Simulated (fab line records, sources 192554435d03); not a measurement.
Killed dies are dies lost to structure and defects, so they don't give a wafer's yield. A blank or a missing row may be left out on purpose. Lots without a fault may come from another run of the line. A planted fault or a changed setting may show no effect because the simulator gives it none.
Split-lot experiment | flow n5_finfet | 7 lots, 39 wafers read, on a route of 1938 steps

THE SPLIT
At N5_DUMMY_GATE_ETCH_31 (etches SiO2 in C4F6/O2, target depth 82.5 nm, time 27.5 s), the setting target_depth_a was moved away from the recipe's 825 angstrom on 9 of the 39 wafers read, by -10.4% to +3.6%. The other wafers ran this setting at the recipe's value.

The reading is taken at the split's own step.

THE READING
etch.depth_nm (the simulator's own value, which no gauge read), in nm, at N5_DUMMY_GATE_ETCH_31 (etches SiO2 in C4F6/O2, target depth 82.5 nm, time 27.5 s). The file gives no usual value for it. The 30 wafers here that ran the recipe average 81.76 nm, standard deviation 1.1 nm.

wafer  | tool, chamber at the split | target_depth_a as run, angstrom | against the recipe | etch.depth_nm, nm | against lot-mates on the recipe
L079.1 | rie_diel-03, 0             | 825                             | recipe             | 83.08             | -
L079.2 | rie_diel-03, 2             | 825                             | recipe             | 82.33             | -
L079.3 | rie_diel-03, 1             | 825                             | recipe             | 83.29             | -
L079.4 | rie_diel-03, 3             | 825                             | recipe             | 81.75             | -
L079.5 | rie_diel-03, 0             | 825                             | recipe             | 82.57             | -
L079.6 | rie_diel-03, 1             | 825                             | recipe             | 83.66             | -
L081.1 | rie_diel-03, 2             | 825                             | recipe             | 81.68             | -
L081.2 | rie_diel-03, 0             | 854.5                           | +3.6%              | 85.01             | +3.47
L081.3 | rie_diel-03, 1             | 854.5                           | +3.6%              | 85.26             | +3.72
L081.4 | rie_diel-03, 3             | 825                             | recipe             | 81.32             | -
L081.5 | rie_diel-03, 1             | 825                             | recipe             | 81.61             | -
L081.6 | rie_diel-03, 0             | 854.5                           | +3.6%              | 85.44             | +3.90
L086.1 | rie_diel-04, 0             | 825                             | recipe             | 81.04             | -
L086.2 | rie_diel-04, 2             | 825                             | recipe             | 82.55             | -
L086.3 | rie_diel-04, 3             | 825                             | recipe             | 82.75             | -
L086.4 | rie_diel-04, 1             | 825                             | recipe             | 82.32             | -
L086.5 | rie_diel-04, 1             | 825                             | recipe             | 82.94             | -
L086.6 | rie_diel-04, 0             | 825                             | recipe             | 81.41             | -
L089.2 | rie_diel-01, 3             | 825                             | recipe             | 82.3              | -
L089.4 | rie_diel-01, 0             | 825                             | recipe             | 82.62             | -
L089.5 | rie_diel-01, 3             | 825                             | recipe             | 82.55             | -
L091.1 | rie_diel-01, 1             | 739.1                           | -10.4%             | 74.14             | -7.94
L091.2 | rie_diel-01, 2             | 739.1                           | -10.4%             | 73.05             | -9.03
L091.3 | rie_diel-01, 3             | 825                             | recipe             | 81.76             | -
L091.4 | rie_diel-01, 3             | 825                             | recipe             | 81.4              | -
L091.5 | rie_diel-01, 2             | 739.1                           | -10.4%             | 72.52             | -9.56
L091.6 | rie_diel-01, 1             | 825                             | recipe             | 83.08             | -
L092.1 | rie_diel-03, 1             | 825                             | recipe             | 79.58             | -
L092.2 | rie_diel-03, 3             | 754                             | -8.6%              | 73.43             | -6.59
L092.3 | rie_diel-03, 0             | 754                             | -8.6%              | 73.63             | -6.39
L092.4 | rie_diel-03, 1             | 825                             | recipe             | 80.11             | -
L092.5 | rie_diel-03, 0             | 754                             | -8.6%              | 73.94             | -6.08
L092.6 | rie_diel-03, 3             | 825                             | recipe             | 80.36             | -
L094.1 | rie_diel-01, 3             | 825                             | recipe             | 80.9              | -
L094.2 | rie_diel-01, 2             | 825                             | recipe             | 80.35             | -
L094.3 | rie_diel-01, 1             | 825                             | recipe             | 82.31             | -
L094.4 | rie_diel-01, 0             | 825                             | recipe             | 79.32             | -
L094.5 | rie_diel-01, 0             | 825                             | recipe             | 80.23             | -
L094.6 | rie_diel-01, 3             | 825                             | recipe             | 81.74             | -

THE FIT
A straight line over all 39 wafers: etch.depth_nm changes by +0.878 nm for each +1% of target_depth_a; r = +0.95; the points scatter about the line by 1.1 nm.
The same after taking each lot's own level away (the mean of its wafers on the recipe; 39 wafers): +0.827 nm for each +1%; r = +0.98; scatter 0.7 nm.
On that fit, the largest move of target_depth_a shifts the reading by 8.6 nm.
The lots' own levels span 80.017 to 82.780 nm, that is 2.5 times the standard deviation above.
So the lot-to-lot level changes the slope little: the two slopes agree.
Check: with one of the wafers moved furthest among these (-10.4%) left out of the fit, the line predicts -8.64 nm for it against its lot-mates. It came out at -7.94 nm against them.

OTHER SPLITS ON THESE WAFERS
These wafers also went through other splits before the reading. Each is held against what the fit with the lots' levels taken away leaves over:
other split on the same wafers        | wafers away from the commonest value | r with etch.depth_nm (lot level and that fit taken away)
N5_FIN_CUT_CUT_ETCH_15 target_depth_a | 9                                    | -0.26

THE FILE'S OWN FIT
etch.depth_nm changes by +0.819 nm for each +1% of target_depth_a, r = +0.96.
